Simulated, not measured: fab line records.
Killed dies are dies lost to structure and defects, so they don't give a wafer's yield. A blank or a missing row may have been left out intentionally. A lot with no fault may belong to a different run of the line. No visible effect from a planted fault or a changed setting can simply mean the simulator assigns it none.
A lot that was struck, set against a sound lot | flow n5_finfet | 27 out of 1938 route steps
Sound: the wafers L869.2, L869.3, L869.4. Struck: wafers L874.1, L874.3 (left out: L874.5, a lot-mate that was not struck); the cause follows at the end.
Order at every step that has rows: each side's tool, ch and its chambers, its first start. Under that, the readings that differ: sound wafers | struck wafers | difference of the means | sigmas: that difference in standard deviations of wafers without a fault.
alike: words and numbers the same on both sides, and readings whose means are apart by under 2 such deviations; not compared: readings that were withheld, readings missing a value for some wafer, numbers with overlapping values and no deviation given by the record, and bounds like >300 which may hide the same value.
Wherever a step has rows on one side only, a row that says differs or no value, or a row with sigmas, the two part there. When numbers do not overlap yet have no deviation, they are printed without sigmas and do not part them. A reading missing from all wafers of one side parts the sides only when that side holds two or more wafers.

first, 10 steps without rows for these wafers: N5_FIN_SAQP_PRECLEAN_42 (cleans in O3/DIW, time 60 s); N5_FIN_SAQP_PRECLEAN_00 (cleans in SC1, time 60 s); N5_FIN_SAQP_PRECLEAN_44 (cleans in SC2, time 45 s); N5_FIN_SAQP_SRD_01 (time 30 s); N5_FIN_SAQP_ALD_61 (deposits SiO2, target thk 4 nm, pulse time 1 s, purge time 2 s); N5_FIN_SAQP_DENSIFY_62 (time 60 s); N5_FIN_SAQP_HM_DEP_03 (deposits SiNx from SiH4/NH3/N2, target thk 38 nm, time 33.6 s); N5_FIN_SAQP_PECVD_47 (deposits a-Si from SiH4/He, target thk 45 nm, time 36.3 s); N5_FIN_SAQP_PECVD_48 (deposits SiNx from SiH4/NH3/N2, target thk 25 nm, time 22.1 s); N5_FIN_SAQP_PECVD_06 (deposits a-Si from SiH4/He, target thk 60 nm, time 48.1 s).
N5_FIN_SAQP_HM_DEP_72: deposits SiO2 from SiH4/N2O, target thk 12 nm, time 7.2 s.
  sound on pecvd-01 ch 1,2, day 2 23:17; struck on pecvd-01 ch 0,1, day 4 03:47
  reading                                      | sound             | struck      | difference | sigmas
  heater_power_w (W)                           | 1047 863 1056     | 680 793     | -252       | -2
  model.SiO2_of_FIN_SAQP_HM_DEP_72.thk_nm (nm) | 11.78 11.93 12.01 | 10.14 10.18 | -1.75      |
  alike: showerhead_plenum_p_Torr
then, 12 steps without rows for these wafers: N5_FIN_SAQP_COAT_49 (time 60 s, resist thk 100 nm); N5_FIN_SAQP_COAT_50 (time 60 s, resist thk 35 nm); N5_FIN_SAQP_COAT_10 (resist thk 90 nm); N5_FIN_SAQP_EBR_12; N5_FIN_SAQP_SOFTBAKE_11 (time 60 s); N5_FIN_SAQP_EXPOSE_13 (exposes mask FIN CORE, target cd 35.6 nm); N5_FIN_SAQP_PEB_14 (peb time 60 s); N5_FIN_SAQP_DEVELOP_15 (develop time 30 s); N5_FIN_SAQP_DESCUM_21 (chemistry O2, time 7.9 s); N5_FIN_SAQP_ETCH_51 (etches SiARC in CF4, target depth 45.5 nm, time 75.8 s); N5_FIN_SAQP_ETCH_52 (etches SOC in N2/H2, target depth 100 nm, overetch 20 nm, time 150 s); N5_FIN_SAQP_STRIP_53 (strips in N2/H2).
N5_FIN_SAQP_HM_OPEN_73: chemistry CHF3/O2, target SiO2, stops on a-Si, target depth 12 nm, time 16.8 s.
  sound on rie_diel-04 ch 0,2,3, day 3 00:05; struck on rie_diel-05 ch 0,2, day 4 04:32
  reading                  | sound             | struck      | difference | sigmas
  model.etch.depth_nm (nm) | 11.78 11.93 12.01 | 10.14 10.18 | -1.75      |
  alike: drypump_motor_current_A, oes_product_au, rf_vpp_V, showerhead_plenum_p_Torr, throttle_valve_pct
  not compared: rf_hours_counter_h
then, 1 step without rows for these wafers: N5_FIN_SAQP_STRIP_74 (strips in CHF3/O2).
-- here the record skips 6 days between the struck wafers' starts before and after, leaving off in module FIN_SAQP and picking up in module BEOL_M4 (first step shown: number 1111 of the route) --
N5_BEOL_M4_RC_MEAS_101:
  sound on prober-01 ch 0, day 8 19:01; struck on prober-01 ch 0, day 10 02:05
  alike: DIBL_N, DIBL_P, IOFF_N, IOFF_P, ION_N, ION_P, SS_N, SS_P, VT_N, VT_P
-- the record jumps here: 4 days lie between the struck wafers' starts before and after (it left off in module BEOL_M4 and takes up again in module PASSIVATION, whose first step shown is number 1936 of the route) --
N5_PASSIVATION_PROBE_49:
  sound on prober-02 at day 13 02:38; struck on prober-01 at day 14 03:50
  alike: defect_limited_yield, killed_at_M0_to_M3, killed_at_M4_up, killed_at_contacts, killed_at_front_end, killed_at_other, killed_dies, killed_on_rim, killed_open, killed_short, sort_bin_5_function, sort_bin_6_memory, sort_n_pass, sort_yield_pct

## WHERE THEY PART
At N5_FIN_SAQP_HM_DEP_72 and nowhere else, as far as this record goes. Later steps at which nothing parts them and some readings are alike: N5_FIN_SAQP_HM_OPEN_73, N5_BEOL_M4_RC_MEAS_101, N5_PASSIVATION_PROBE_49.

WHY: the cause the simulator had injected
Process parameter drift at N5_FIN_SAQP_HM_DEP_72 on pecvd-01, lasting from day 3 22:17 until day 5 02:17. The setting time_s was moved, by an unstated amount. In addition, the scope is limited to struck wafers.
